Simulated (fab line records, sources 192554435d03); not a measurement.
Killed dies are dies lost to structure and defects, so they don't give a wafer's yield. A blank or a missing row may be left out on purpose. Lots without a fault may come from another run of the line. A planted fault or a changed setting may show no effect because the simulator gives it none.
fab line records | flow n5_finfet
record lots=24 wafers=72 last_day=18
route steps=1938 shown BEOL_M11@1579 BEOL_M12@1615 BEOL_M13@1699
lots that met no fault: from a run of the same line without faults
start_h: hours from the record's first day to the start of the lot's first wafer shown | wait_h: hours since the lot's step before | " the same as in the row above | L1.1+2: a row that stands for several wafers | - no value, or no start given | * or withheld: withheld | < > ~ a bound
route shown NAME@n: a module of which the file shows steps, and the number in the route of the first | usual: mean/standard deviation of fault-free wafers | same: alike in all rows | chamber/n: place in a boat | sites: the reading at each site | _std_site: their standard deviation | _edge_site: outer sites' mean less inner sites' | radius_mm: how far each site lies from the wafer's centre | mask NAME#n: copy n | behind: the tool/chamber that last shaped the wafer | hold: why the lot was held/for how many hours/how that ended | device: the transistor (n, p or np) that didn't switch | end of line: the same wafers' tests at the end of the route | a step without rows: its recipe alone | killed: dies lost to structure and defects at the first sort, not the wafer's yield | map: a wafer's dies, x killed, . not, _ none there
set.NAME: the setting as run; set.NAME@STEP: as run at that earlier step | model.NAME: the simulator's own value behind a step, which no gauge read
steps of the route over a sample of lots; a table a step, a row a wafer
services: from which hour (start_h, from the record's first day; less than 0 if before it) a tool's chamber was out of use, for how many hours, and why
## steps
# step N5_BEOL_M11_ETCH_41
# recipe chemistry=CH3F/O2 target=SiCN target_depth_a=426 taper_deg=2 time_s=86 ion_energy_ev=120 mask_material=TiN pressure_mtorr=30 source_w=395 bias_w=75 Ar_flow_sccm=150 CH3F_flow_sccm=30 O2_flow_sccm=20
# usual drypump_motor_current_A=5.6/0.41 oes_product_au=0.75/0.08 rf_vpp_V=297.4/1.2 showerhead_plenum_p_Torr=2.00/0.053 throttle_valve_pct=16.39/0.21
# columns lot.wafer tool chamber start_h wait_h drypump_motor_current_A oes_product_au rf_hours_counter_h rf_vpp_V showerhead_plenum_p_Torr throttle_valve_pct
L074.2 rie_diel-05 1 - - 5.6 0.68 206 296.2 1.97 16.42
L074.3 " 0 " " 5.8 0.71 204 299.3 2.06 16.50
L074.5 " 3 " " 5.8 0.73 - 296.4 1.98 16.39
L076.1 rie_diel-05 0 - - 5.8 0.72 206 299.4 2.06 16.50
L076.3 " 3 " " 5.8 0.73 180 297.0 1.98 16.39
L076.5 " 3 " " 5.8 0.73 - 297.5 1.98 16.38
L075.1 rie_diel-04 1 - - 5.5 0.76 129 297.0 2.00 16.63
L075.5 " 1 " " 5.6 0.76 - 297.9 2.00 16.62
L075.6 " 2 " " 6.5 0.68 - 295.6 1.90 16.41
L077.2 rie_diel-05 2 - - 5.3 0.71 196 296.3 1.99 16.31
L077.5 " 1 " " 5.5 0.68 - 295.6 1.97 16.43
L077.6 " 2 " " 5.3 0.71 - 297.1 1.99 16.31
L078.3 rie_diel-05 0 - - 5.8 0.71 210 299.1 2.06 16.49
L078.5 " 2 " " 5.3 0.70 - 298.1 1.99 16.31
L078.6 " 3 " " 5.8 0.73 - 296.4 1.98 16.41
L079.2 rie_diel-05 0 - - 5.8 0.71 214 298.7 2.06 16.51
L079.5 " 0 " " 5.8 0.71 - 300.0 2.06 16.52
L079.6 " 2 " " 5.3 0.70 - 296.8 1.99 16.34
L081.1 rie_diel-03 3 - - 5.6 0.74 187 298.9 2.07 16.73
L081.4 " 0 " " 5.5 0.82 85 295.4 1.94 16.28
L081.6 " 1 " " 5.1 0.75 - 297.5 1.99 16.41
L080.2 rie_diel-04 1 - - 5.5 0.76 142 298.2 2.00 16.66
L080.3 " 3 " " 5.0 0.94 10 296.3 1.97 16.17
L080.6 " 0 " " 6.1 0.72 - 297.0 1.99 16.46
L082.1 rie_diel-05 3 - - 5.8 0.73 194 297.4 1.97 16.41
L082.2 " 2 " " 5.2 0.70 209 298.2 1.99 16.33
L082.5 " 0 " " 5.8 0.70 - 297.4 2.06 16.51
L083.2 rie_diel-03 3 - - 5.6 0.74 193 298.0 2.07 16.72
L083.5 " 1 " " 5.1 0.73 - 296.6 1.99 16.40
L083.6 " 0 " " 5.5 0.81 - 294.4 1.94 16.29
L084.1 rie_diel-04 2 - - 6.5 0.96 9 299.1 2.14 15.93
L084.5 " 1 " " 5.6 0.74 - 295.9 2.00 16.66
L084.6 " 0 " " 6.2 0.71 - 297.3 1.98 16.47
L085.2 rie_diel-04 2 - - 6.5 0.95 10 299.2 2.14 15.92
L085.3 " 0 " " 6.2 0.71 226 296.2 1.98 16.47
L085.5 " 2 " " 6.5 0.95 - 299.7 2.14 15.93
L086.1 rie_diel-04 1 - - 5.5 0.73 155 297.0 2.00 16.67
L086.5 " 0 " " 6.2 0.70 - 297.7 1.98 16.49
L086.6 " 1 " " 5.5 0.73 - 297.9 1.99 16.67
L087.2 rie_diel-05 3 - - 5.8 0.71 205 297.5 1.97 16.43
L087.3 " 2 " " 5.3 0.69 219 296.8 1.98 16.37
L087.5 " 3 " " 5.8 0.71 - 296.8 1.97 16.43
L089.1 rie_diel-05 1 - - 5.5 0.67 227 296.8 1.97 16.48
L089.2 " 3 " " 5.8 0.71 208 297.6 1.97 16.46
L089.5 " 3 " " 5.8 0.71 - 297.4 1.97 16.43
L091.1 rie_diel-04 3 - - 4.9 0.92 19 297.4 1.97 16.17
L091.2 " 2 " " 6.6 0.91 23 298.9 2.14 15.95
L091.5 " 0 " " 6.2 0.71 - 296.4 1.98 16.49
L090.1 rie_diel-05 2 - - 5.3 0.69 225 297.9 1.98 16.36
L090.3 " 1 " " 5.6 0.67 230 296.8 1.97 16.47
L090.4 " 0 " " 5.8 0.68 236 298.0 2.05 16.54
L088.1 rie_diel-03 1 - - 5.1 0.72 201 297.0 1.98 16.43
L088.3 " 0 " " 5.4 0.80 106 295.3 1.93 16.33
L088.5 " 3 " " 5.6 0.72 - 298.5 2.07 16.77
L092.1 rie_diel-05 0 - - 5.8 0.68 239 298.1 2.05 16.54
L092.2 " 1 " " 5.5 0.66 234 297.0 1.96 16.48
L092.3 " 3 " " 5.8 0.71 213 296.1 1.97 16.46
L095.2 rie_diel-03 3 - - 5.5 0.72 211 297.7 2.06 16.76
L095.3 " 0 " " 5.5 0.80 109 296.8 1.93 16.33
L095.4 " 2 " " 5.0 0.89 39 298.1 2.04 16.00
L094.2 rie_diel-05 2 - - 5.3 0.68 233 297.7 1.98 16.37
L094.4 " 0 " " 5.8 0.69 244 299.0 2.05 16.56
L094.5 " 2 " " 5.3 0.67 - 297.1 1.98 16.38
L093.1 rie_diel-03 0 - - 5.5 0.79 118 295.1 1.93 16.37
L093.4 " 2 " " 5.1 0.87 48 297.7 2.04 16.02
L093.5 " 2 " " 5.1 0.87 - 298.5 2.04 16.01
L096.2 rie_diel-03 1 - - 5.1 0.71 213 297.5 1.98 16.47
L096.3 " 2 " " 5.1 0.87 49 296.9 2.04 16.02
L096.6 " 1 " " 5.1 0.71 - 296.3 1.98 16.47
L097.1 rie_diel-03 0 - - 5.5 0.78 125 297.1 1.93 16.36
L097.5 " 0 " " 5.5 0.78 - 295.4 1.93 16.36
L097.6 " 3 " " 5.6 0.71 - 297.5 2.06 16.79
# step N5_BEOL_M12_DESCUM_15
# recipe chemistry=O2 time_s=7.9 source_power_w=50 bias_power_w=20 pressure_mtorr=20 rf_frequency_hz=2.712e+07 temp_c=40 o2_flow_sccm=225
# usual drypump_motor_current_A=5.7/0.5 oes_product_au=0.84/0.077 rf_vpp_V=243.5/1.6 showerhead_plenum_p_Torr=2.11/0.091 throttle_valve_pct=20.32/0.25
# columns lot.wafer tool chamber start_h wait_h drypump_motor_current_A oes_product_au rf_hours_counter_h rf_vpp_V showerhead_plenum_p_Torr throttle_valve_pct
L074.2 rie_diel-06 3 241.37 0.0 5.3 0.89 38 243.7 2.05 20.10
L074.3 " 1 " " 4.9 0.79 143 242.4 2.10 20.25
L074.5 " 0 " " 5.5 0.93 - 245.5 2.24 20.36
L076.1 rie_diel-02 3 246.89 0.5 6.5 0.66 235 241.7 1.95 20.09
L076.3 " 0 " " 5.6 0.70 212 241.6 1.99 20.55
L076.5 " 2 " " 5.4 0.89 - 244.3 2.23 20.38
L075.1 rie_diel-06 2 247.49 0.0 5.5 0.83 79 242.9 2.12 20.71
L075.5 " 3 " " 5.3 0.89 - 242.2 2.05 20.12
L075.6 " 2 " " 5.5 0.83 - 243.7 2.12 20.71
L077.2 rie_diel-06 2 251.33 0.0 5.5 0.82 80 244.9 2.12 20.71
L077.5 " 3 " " 5.3 0.88 - 242.4 2.05 20.11
L077.6 " 2 " " 5.5 0.82 - 243.9 2.12 20.72
L078.3 rie_diel-01 1 262.09 0.1 6.8 0.89 36 242.4 2.04 20.47
L078.5 " 2 " " 5.2 0.91 - 245.4 2.05 19.96
L078.6 " 3 " " 6.1 0.86 - 242.5 2.06 20.57
L079.2 rie_diel-02 0 270.83 0.0 5.6 0.69 219 240.7 1.98 20.56
L079.5 " 2 " " 5.4 0.89 - 245.4 2.23 20.38
L079.6 " 1 " " 5.4 0.95 - 244.8 2.23 20.14
L081.1 rie_diel-02 3 279.51 0.0 6.5 0.66 246 241.3 1.95 20.08
L081.4 " 1 " " 5.4 0.94 9 245.1 2.23 20.13
L081.6 " 1 " " 5.4 0.94 - 244.9 2.23 20.13
L080.2 rie_diel-06 3 284.10 0.0 5.3 0.86 52 241.7 2.05 20.12
L080.3 " 2 " " 5.5 0.82 92 244.5 2.11 20.72
L080.6 " 1 " " 4.9 0.79 - 243.6 2.09 20.24
L082.1 rie_diel-02 2 290.41 0.2 5.4 0.86 49 244.5 2.22 20.39
L082.2 " 0 " " 5.6 0.69 227 241.1 1.98 20.58
L082.5 " 1 " " 5.4 0.94 - 245.5 2.22 20.13
L083.2 rie_diel-02 1 300.08 0.0 5.4 0.93 15 245.7 2.22 20.13
L083.5 " 0 " " 5.6 0.69 - 241.1 1.98 20.58
L083.6 " 1 " " 5.3 0.92 - 245.9 2.22 20.16
L084.1 rie_diel-06 1 304.07 0.0 4.9 0.77 162 242.1 2.09 20.25
L084.5 " 2 " " 5.5 0.80 - 242.3 2.11 20.73
L084.6 " 3 " " 5.3 0.85 - 243.1 2.05 20.12
L085.2 rie_diel-01 1 305.36 0.3 6.7 0.86 51 243.0 2.04 20.51
L085.3 " 3 " " 6.1 0.85 58 242.1 2.06 20.60
L085.5 " 2 " " 5.1 0.89 - 243.7 2.05 19.98
L086.1 rie_diel-02 0 315.86 0.0 5.6 0.69 239 240.0 1.98 20.59
L086.5 " 0 " " 5.6 0.69 - 241.4 1.98 20.59
L086.6 " 1 " " 5.4 0.91 - 244.9 2.22 20.14
L087.2 rie_diel-01 1 320.54 0.0 6.7 0.85 58 243.2 2.03 20.52
L087.3 " 2 " " 5.1 0.88 52 241.4 2.04 19.99
L087.5 " 0 " " 6.0 0.74 - 244.0 2.07 20.34
L089.1 rie_diel-06 1 333.78 0.0 4.9 0.77 172 243.8 2.09 20.29
L089.2 " 3 " " 5.3 0.84 69 241.0 2.04 20.14
L089.5 " 3 " " 5.3 0.84 - 243.1 2.04 20.13
L091.1 rie_diel-01 1 338.23 0.0 6.7 0.85 64 241.8 2.03 20.52
L091.2 " 2 " " 5.2 0.87 58 241.3 2.04 19.99
L091.5 " 1 " " 6.7 0.85 - 241.9 2.03 20.53
L090.1 rie_diel-02 3 339.31 0.1 6.6 0.97 6 244.0 2.21 19.70
L090.3 " 1 " " 5.4 0.90 30 246.2 2.22 20.15
L090.4 " 0 " " 5.6 0.68 246 242.2 1.98 20.60
L088.1 rie_diel-02 0 348.69 0.0 5.6 0.67 248 242.3 1.98 20.60
L088.3 " 3 " " 6.5 0.95 9 246.0 2.21 19.72
L088.5 " 3 " " 6.6 0.94 - 244.5 2.21 19.72
L092.1 rie_diel-02 1 354.02 0.1 5.4 0.88 35 245.2 2.22 20.17
L092.2 " 2 " " 5.4 0.85 74 245.8 2.21 20.44
L092.3 " 3 " " 6.6 0.95 11 245.3 2.21 19.72
L095.2 rie_diel-01 0 355.95 0.0 6.0 0.71 182 242.7 2.06 20.37
L095.3 " 2 " " 5.1 0.87 64 243.5 2.04 20.01
L095.4 " 1 " " 6.7 0.84 70 240.8 2.03 20.53
L094.2 rie_diel-01 0 368.28 0.0 6.0 0.72 186 242.3 2.06 20.37
L094.4 " 1 " " 6.7 0.83 74 242.8 2.03 20.55
L094.5 " 3 " " 6.1 0.83 - 240.7 2.05 20.63
L093.1 rie_diel-01 0 384.40 0.0 6.0 0.72 191 243.0 2.06 20.36
L093.4 " 2 " " 5.1 0.85 72 242.4 2.04 20.02
L093.5 " 1 " " 6.7 0.83 - 241.7 2.03 20.56
L096.2 rie_diel-02 3 389.92 0.0 6.5 0.91 23 245.3 2.20 19.74
L096.3 " 1 " " 5.4 0.85 48 244.6 2.21 20.21
L096.6 " 3 " " 6.6 0.91 - 246.1 2.20 19.72
L097.1 rie_diel-01 0 404.87 0.0 6.0 0.72 199 242.7 2.06 20.39
L097.5 " 3 " " 6.1 0.80 - 241.9 2.05 20.65
L097.6 " 2 " " 5.1 0.83 - 243.2 2.03 20.03
# step N5_BEOL_M12_STRIP_63
# recipe chemistry=N2/H2 power_w=1000 temp_c=250 h2_frac=0.65 overash_fraction=0.3 pressure_mtorr=1000 n2_flow_sccm=1750 h2_flow_sccm=3250
# usual drypump_motor_current_A=5.9/0.56 heater_power_w=347/38 oes_product_au=0.693/0.0043 strip_time_to_endpoint_s=42.6/0.88
# same overash_fraction=0.3
# columns lot.wafer tool chamber start_h wait_h drypump_motor_current_A heater_power_w oes_product_au rf_hours_counter_h strip_time_to_endpoint_s
L074.2 plasma_asher-02 1 241.70 - 6.6 325 0.691 84 41.7
L074.3 " 1 " " 6.6 330 0.695 - 43.2
L074.5 " 0 " " 5.8 393 0.691 - 41.6
L076.1 plasma_asher-01 1 247.18 - 5.0 377 0.695 102 43.1
L076.3 " 0 " " 5.9 289 0.692 - 42.4
L076.5 " 1 " " 5.0 383 0.690 - 43.0
L075.1 plasma_asher-02 0 247.78 - 5.8 387 0.699 85 42.9
L075.5 " 1 " " 6.6 323 0.692 - 41.3
L075.6 " 0 " " 5.8 383 0.687 - 41.6
L077.2 plasma_asher-01 1 251.62 - 5.0 380 0.689 103 42.7
L077.5 " 1 " " 5.0 378 0.687 - 40.9
L077.6 " 0 " " 5.8 288 0.696 - 41.9
L078.3 plasma_asher-02 1 262.40 - 6.6 321 0.693 - 42.5
L078.5 " 1 " " 6.6 324 0.689 - 41.1
L078.6 " 0 " " 5.8 371 0.689 - 41.8
L079.2 plasma_asher-02 1 271.11 - 6.6 327 0.694 90 44.0
L079.5 " 0 " " 5.8 390 0.690 - 43.1
L079.6 " 1 " " 6.6 319 0.688 - 42.8
L081.1 plasma_asher-01 1 279.80 - 5.0 388 0.692 109 43.0
L081.4 " 1 " " 5.0 368 0.690 - 43.0
L081.6 " 0 " " 5.9 298 0.695 - 42.4
L080.2 plasma_asher-02 1 284.39 - 6.6 314 0.690 92 42.4
L080.3 " 1 " " 6.6 324 0.692 - 42.7
L080.6 " 1 " " 6.6 329 0.689 - 42.8
L082.1 plasma_asher-02 0 290.70 - 5.8 378 0.696 93 42.9
L082.2 " 1 " " 6.6 326 0.693 93 42.4
L082.5 " 1 " " 6.6 325 0.695 - 42.9
L083.2 plasma_asher-02 1 300.37 - 6.6 319 0.693 95 43.8
L083.5 " 0 " " 5.8 384 0.688 - 42.7
L083.6 " 1 " " 6.6 322 0.700 - 43.0
L084.1 plasma_asher-01 1 304.35 - 5.0 379 0.693 113 43.7
L084.5 " 1 " " 5.0 392 0.692 - 43.0
L084.6 " 0 " " 5.9 296 0.700 - 41.7
L085.2 plasma_asher-01 0 305.64 - 5.9 303 0.700 113 42.2
L085.3 " 0 " " 5.9 291 0.685 - 41.9
L085.5 " 0 " " 5.9 298 0.693 - 41.7
L086.1 plasma_asher-02 0 316.15 - 5.8 396 0.691 99 43.8
L086.5 " 1 " " 6.6 321 0.693 - 42.7
L086.6 " 0 " " 5.8 386 0.696 - 43.7
L087.2 plasma_asher-02 0 320.82 - 5.8 395 0.684 100 43.9
L087.3 " 1 " " 6.6 327 0.693 - 43.3
L087.5 " 1 " " 6.6 320 0.691 - 44.3
L089.1 plasma_asher-02 0 334.07 - 5.7 384 0.698 102 42.4
L089.2 " 1 " " 6.6 319 0.682 102 41.8
L089.5 " 0 " " 5.7 382 0.694 - 41.2
L091.1 plasma_asher-01 0 338.51 - 5.9 305 0.694 120 43.3
L091.2 " 1 " " 5.0 390 0.695 120 42.8
L091.5 " 0 " " 5.9 295 0.695 - 41.8
L090.1 plasma_asher-01 0 339.59 - 5.9 291 0.698 120 43.7
L090.3 " 0 " " 5.9 298 0.691 - 44.7
L090.4 " 1 " " 5.1 379 0.693 - 43.1
L088.1 plasma_asher-02 1 348.98 - 6.6 323 0.698 105 43.9
L088.3 " 1 " " 6.6 321 0.690 - 42.1
L088.5 " 1 " " 6.6 335 0.689 - 41.7
L092.1 plasma_asher-02 1 354.31 - 6.6 326 0.694 106 43.5
L092.2 " 0 " " 5.7 382 0.693 106 42.9
L092.3 " 1 " " 6.6 319 0.688 - 41.3
L095.2 plasma_asher-01 1 356.24 - 5.0 373 0.698 124 43.9
L095.3 " 1 " " 5.0 388 0.697 - 43.5
L095.4 " 0 " " 5.9 296 0.695 - 42.6
L094.2 plasma_asher-02 0 368.57 - 5.8 390 0.689 109 42.6
L094.4 " 1 " " 6.6 311 0.683 - 41.2
L094.5 " 0 " " 5.8 380 0.686 - 41.3
L093.1 plasma_asher-01 0 384.68 - 5.9 294 0.689 128 43.7
L093.4 " 0 " " 5.9 299 0.699 - 41.1
L093.5 " 1 " " 5.0 382 0.694 - 41.4
L096.2 plasma_asher-02 1 390.20 - 6.6 324 0.703 114 42.9
L096.3 " 0 " " 5.8 379 0.693 - 43.7
L096.6 " 1 " " 6.6 325 0.691 - 42.6
L097.1 plasma_asher-01 1 405.15 - 5.0 388 0.701 132 45.2
L097.5 " 0 " " 5.8 297 0.689 - 41.6
L097.6 " 1 " " 5.0 380 0.691 - 42.6
# step N5_BEOL_M12_CD_MEAS_28
# recipe target_cd_nm=160.2 landing_energy_ev=500 detector=se_inlens polarity=opening
# usual cd_nm=161.0/1.5
# columns lot.wafer tool chamber start_h wait_h cd_nm
L074.2 cd_sem-01 0 242.24 - 159.9
L074.3 " 0 " " 161.2
L074.5 " 0 " " 161.6
L076.1 cd_sem-02 0 247.84 - 161.1
L076.3 " 0 " " 159.6
L076.5 " 0 " " 161.1
L075.1 cd_sem-03 0 248.31 - 157.4
L075.5 " 0 " " 160.8
L075.6 " 0 " " 159.7
L077.2 cd_sem-02 0 252.15 - 158.8
L077.5 " 0 " " 159.4
L077.6 " 0 " " 160.8
L078.3 cd_sem-01 0 262.91 - 159.2
L078.5 " 0 " " 159.2
L078.6 " 0 " " 159.7
L079.2 cd_sem-03 0 271.77 - 160.4
L079.5 " 0 " " 159.9
L079.6 " 0 " " 161.5
L081.1 cd_sem-02 0 280.33 - 160.9
L081.4 " 0 " " 159.7
L081.6 " 0 " " 163.3
L080.2 cd_sem-03 0 285.05 - 160.5
L080.3 " 0 " " 163.2
L080.6 " 0 " " 160.6
L082.1 cd_sem-01 0 291.36 - 162.0
L082.2 " 0 " " 161.5
L082.5 " 0 " " 160.8
L083.2 cd_sem-02 0 301.03 - 163.0
L083.5 " 0 " " 163.3
L083.6 " 0 " " 162.9
L084.1 cd_sem-01 0 305.01 - 158.2
L084.5 " 0 " " 160.3
L084.6 " 0 " " 159.2
L085.2 cd_sem-03 0 306.18 - 159.8
L085.3 " 0 " " 159.7
L085.5 " 0 " " 159.4
L086.1 cd_sem-01 0 316.68 - 160.7
L086.5 " 0 " " 160.4
L086.6 " 0 " " 161.8
L087.2 cd_sem-01 0 321.49 - 162.2
L087.3 " 0 " " 162.0
L087.5 " 0 " " 162.2
L089.1 cd_sem-02 0 334.73 - 160.1
L089.2 " 0 " " 162.8
L089.5 " 0 " " 161.7
L091.1 cd_sem-03 0 339.05 - 160.2
L091.2 " 0 " " 161.5
L091.5 " 0 " " 160.0
L090.1 cd_sem-03 0 340.25 - 160.5
L090.3 " 0 " " 160.4
L090.4 " 0 " " 161.1
L088.1 cd_sem-02 0 349.64 - 162.7
L088.3 " 0 " " 161.1
L088.5 " 0 " " 164.7
L092.1 cd_sem-01 0 354.84 - 161.5
L092.2 " 0 " " 161.2
L092.3 " 0 " " 160.9
L095.2 cd_sem-01 0 356.81 - 161.7
L095.3 " 0 " " 162.2
L095.4 " 0 " " 162.0
L094.2 cd_sem-03 0 369.23 - 161.0
L094.4 " 0 " " 162.5
L094.5 " 0 " " 160.9
L093.1 cd_sem-02 0 385.34 - 160.0
L093.4 " 0 " " 159.6
L093.5 " 0 " " 159.8
L096.2 cd_sem-03 0 390.86 - 160.9
L096.3 " 0 " " 159.8
L096.6 " 0 " " 160.4
L097.1 cd_sem-03 0 405.81 - 164.6
L097.5 " 0 " " 163.6
L097.6 " 0 " " 162.4
# step N5_BEOL_M12_OCD_MEAS_35
# usual trench_depth_nm=318/4.5
# columns lot.wafer tool chamber start_h wait_h trench_depth_nm
L074.2 ocd-01 - 242.85 0.0 316
L074.3 " - " " 315
L074.5 " - " " 318
L076.1 ocd-01 - 248.44 0.0 319
L076.3 " - " " 314
L076.5 " - " " 318
L075.1 ocd-01 - 248.97 0.0 309
L075.5 " - " " 311
L075.6 " - " " 312
L077.2 ocd-01 - 252.85 0.0 313
L077.5 " - " " 319
L077.6 " - " " 319
L078.3 ocd-02 - 263.52 0.0 326
L078.5 " - " " 314
L078.6 " - " " 325
L079.2 ocd-02 - 272.38 0.0 320
L079.5 " - " " 319
L079.6 " - " " 316
L081.1 ocd-02 - 280.94 0.0 320
L081.4 " - " " 317
L081.6 " - " " 314
L080.2 ocd-01 - 286.10 0.0 323
L080.3 " - " " 314
L080.6 " - " " 322
L082.1 ocd-02 - 292.00 0.0 322
L082.2 " - " " 319
L082.5 " - " " 322
L083.2 ocd-02 - 301.63 0.0 327
L083.5 " - " " 317
L083.6 " - " " 326
L084.1 ocd-02 - 306.09 0.0 321
L084.5 " - " " 320
L084.6 " - " " 319
L085.2 ocd-01 - 306.80 0.0 317
L085.3 " - " " 326
L085.5 " - " " 326
L086.1 ocd-01 - 317.29 0.0 315
L086.5 " - " " 319
L086.6 " - " " 321
L087.2 ocd-02 - 322.20 0.0 321
L087.3 " - " " 327
L087.5 " - " " 321
L089.1 ocd-01 - 335.35 0.0 309
L089.2 " - " " 321
L089.5 " - " " 316
L091.1 ocd-01 - 339.65 0.0 324
L091.2 " - " " 314
L091.5 " - " " 328
L090.1 ocd-01 - 341.05 0.0 313
L090.3 " - " " 317
L090.4 " - " " 314
L088.1 ocd-01 - 350.66 0.0 317
L088.3 " - " " 325
L088.5 " - " " 327
L092.1 ocd-01 - 355.47 0.0 323
L092.2 " - " " 320
L092.3 " - " " 319
L095.2 ocd-02 - 357.41 0.0 319
L095.3 " - " " 324
L095.4 " - " " 323
L094.2 ocd-01 - 369.93 0.0 317
L094.4 " - " " 326
L094.5 " - " " 320
L093.1 ocd-01 - 385.95 0.0 317
L093.4 " - " " 309
L093.5 " - " " 313
L096.2 ocd-01 - 391.47 0.0 315
L096.3 " - " " 324
L096.6 " - " " 323
L097.1 ocd-01 - 406.45 0.0 319
L097.5 " - " " 317
L097.6 " - " " 308
# step N5_BEOL_M13_STRIP_37
# recipe chemistry=N2/H2 power_w=1000 temp_c=250 h2_frac=0.65 overash_fraction=0.3 pressure_mtorr=withheld n2_flow_sccm=1750 h2_flow_sccm=3250
# usual drypump_motor_current_A=5.8/0.57 heater_power_w=345/39 oes_product_au=0.785/0.011
# same overash_fraction=0.3
# columns lot.wafer tool chamber start_h wait_h drypump_motor_current_A heater_power_w oes_product_au rf_hours_counter_h
L074.2 plasma_asher-02 1 247.58 0.0 6.6 319 0.776 85
L074.3 " 1 " " 6.6 331 0.788 -
L074.5 " 0 " " 5.8 380 0.782 -
L076.1 plasma_asher-02 0 253.41 0.0 5.8 373 0.775 87
L076.3 " 1 " " 6.6 319 0.808 -
L076.5 " 1 " " 6.6 318 0.782 -
L075.1 plasma_asher-01 1 253.51 0.0 5.0 370 0.773 103
L075.5 " 1 " " 5.0 386 0.777 -
L075.6 " 0 " " 5.9 301 0.777 -
L077.2 plasma_asher-01 0 261.36 0.0 5.9 295 0.776 105
L077.5 " 1 " " 5.0 389 0.777 -
L077.6 " 0 " " 5.9 291 0.794 -
L078.3 plasma_asher-01 1 270.09 0.1 5.0 378 0.785 -
L078.5 " 0 " " 5.9 296 0.794 -
L078.6 " 1 " " 5.0 393 0.784 -
L079.2 plasma_asher-01 1 277.62 0.0 5.0 377 0.766 108
L079.5 " 0 " " 5.9 297 0.775 -
L079.6 " 1 " " 5.0 390 0.783 -
L081.1 plasma_asher-01 0 288.94 0.0 5.9 294 0.787 111
L081.4 " 1 " " 5.0 382 0.784 -
L081.6 " 1 " " 5.0 370 0.785 -
L080.2 plasma_asher-01 1 292.47 0.0 5.0 381 0.804 111
L080.3 " 1 " " 5.0 386 0.789 -
L080.6 " 0 " " 5.9 298 0.790 -
L082.1 plasma_asher-02 1 301.65 0.0 6.6 320 0.795 95
L082.2 " 0 " " 5.8 383 0.776 95
L082.5 " 0 " " 5.8 388 0.791 -
L083.2 plasma_asher-02 0 308.85 0.0 5.8 387 0.790 97
L083.5 " 0 " " 5.8 374 0.780 -
L083.6 " 1 " " 6.6 309 0.775 -
L084.1 plasma_asher-02 0 310.90 0.0 5.8 388 0.790 98
L084.5 " 0 " " 5.8 391 0.789 -
L084.6 " 1 " " 6.7 324 0.795 -
L085.2 plasma_asher-01 1 311.80 0.0 5.0 371 0.793 115
L085.3 " 0 " " 5.9 289 0.782 -
L085.5 " 0 " " 5.9 306 0.800 -
L086.1 plasma_asher-02 0 321.89 0.0 5.8 390 0.783 100
L086.5 " 1 " " 6.6 322 0.759 -
L086.6 " 0 " " 5.8 388 0.779 -
L087.2 plasma_asher-02 1 328.66 0.0 6.6 315 0.787 101
L087.3 " 0 " " 5.7 385 0.801 -
L087.5 " 0 " " 5.8 377 0.793 -
L089.1 plasma_asher-01 1 339.79 0.0 5.0 383 0.790 121
L089.2 " 0 " " 5.8 297 0.790 121
L089.5 " 0 " " 5.9 291 0.787 -
L091.1 plasma_asher-01 1 345.92 0.0 5.0 374 0.810 122
L091.2 " 0 " " 5.9 297 0.785 122
L091.5 " 0 " " 5.8 295 0.770 -
L090.1 plasma_asher-01 1 346.46 0.0 5.0 384 0.780 122
L090.3 " 1 " " 5.0 377 0.790 -
L090.4 " 0 " " 5.9 294 0.783 -
L088.1 plasma_asher-01 0 357.39 0.0 5.8 290 0.773 124
L088.3 " 0 " " 5.9 295 0.787 -
L088.5 " 1 " " 5.0 386 0.784 -
L092.1 plasma_asher-02 0 365.79 0.0 5.8 382 0.782 109
L092.2 " 1 " " 6.7 326 0.802 109
L092.3 " 1 " " 6.6 319 0.788 -
L095.2 plasma_asher-02 1 366.41 0.0 6.6 324 0.767 109
L095.3 " 0 " " 5.8 381 0.795 -
L095.4 " 1 " " 6.7 317 0.770 -
L094.2 plasma_asher-01 0 375.07 0.0 5.9 296 0.787 127
L094.4 " 0 " " 5.9 293 0.785 -
L094.5 " 1 " " 5.0 390 0.786 -
L093.1 plasma_asher-01 0 390.76 0.0 5.9 293 0.798 130
L093.4 " 0 " " 5.9 302 0.787 -
L093.5 " 1 " " 5.0 377 0.790 -
L096.2 plasma_asher-02 0 396.28 0.0 5.8 386 0.782 115
L096.3 " 0 " " 5.8 382 0.777 -
L096.6 " 0 " " 5.8 384 0.795 -
L097.1 plasma_asher-02 0 410.76 0.0 5.8 382 0.788 118
L097.5 " 0 " " 5.7 387 0.780 -
L097.6 " 1 " " 6.6 318 0.789 -
## services
# columns tool chamber start_h hours kind
rie_diel-02 1 219.98 - clean
rie_diel-02 1 219.98 - consumable_replace:focus_ring
rie_diel-02 1 219.98 - consumable_replace:showerhead
rie_diel-02 1 219.98 28.3 scheduled_down
rie_diel-02 1 219.98 28.3 vent_cycle
rie_diel-01 0 231.78 6.0 repair
rie_diel-03 1 238.76 4.5 repair
plasma_asher-02 - 255.00 1.6 repair
rie_diel-02 0 262.90 4.5 repair
plasma_asher-02 - 263.62 3.1 repair
rie_diel-04 3 285.00 27.2 repair
rie_diel-02 3 287.94 - clean
rie_diel-02 3 287.94 - consumable_replace:focus_ring
rie_diel-02 3 287.94 - consumable_replace:showerhead
rie_diel-02 3 287.94 28.8 scheduled_down
rie_diel-04 0 322.48 6.7 repair
rie_diel-06 0 323.70 2.2 repair
rie_diel-04 - 351.21 1.5 repair
rie_diel-05 1 366.16 8.4 repair
plasma_asher-01 - 372.18 0.5 repair
rie_diel-05 - 374.16 14.6 pm
rie_diel-04 3 378.16 8.3 repair
rie_diel-05 0 389.04 11.5 repair
rie_diel-03 1 396.85 17.9 repair
## key
fault none
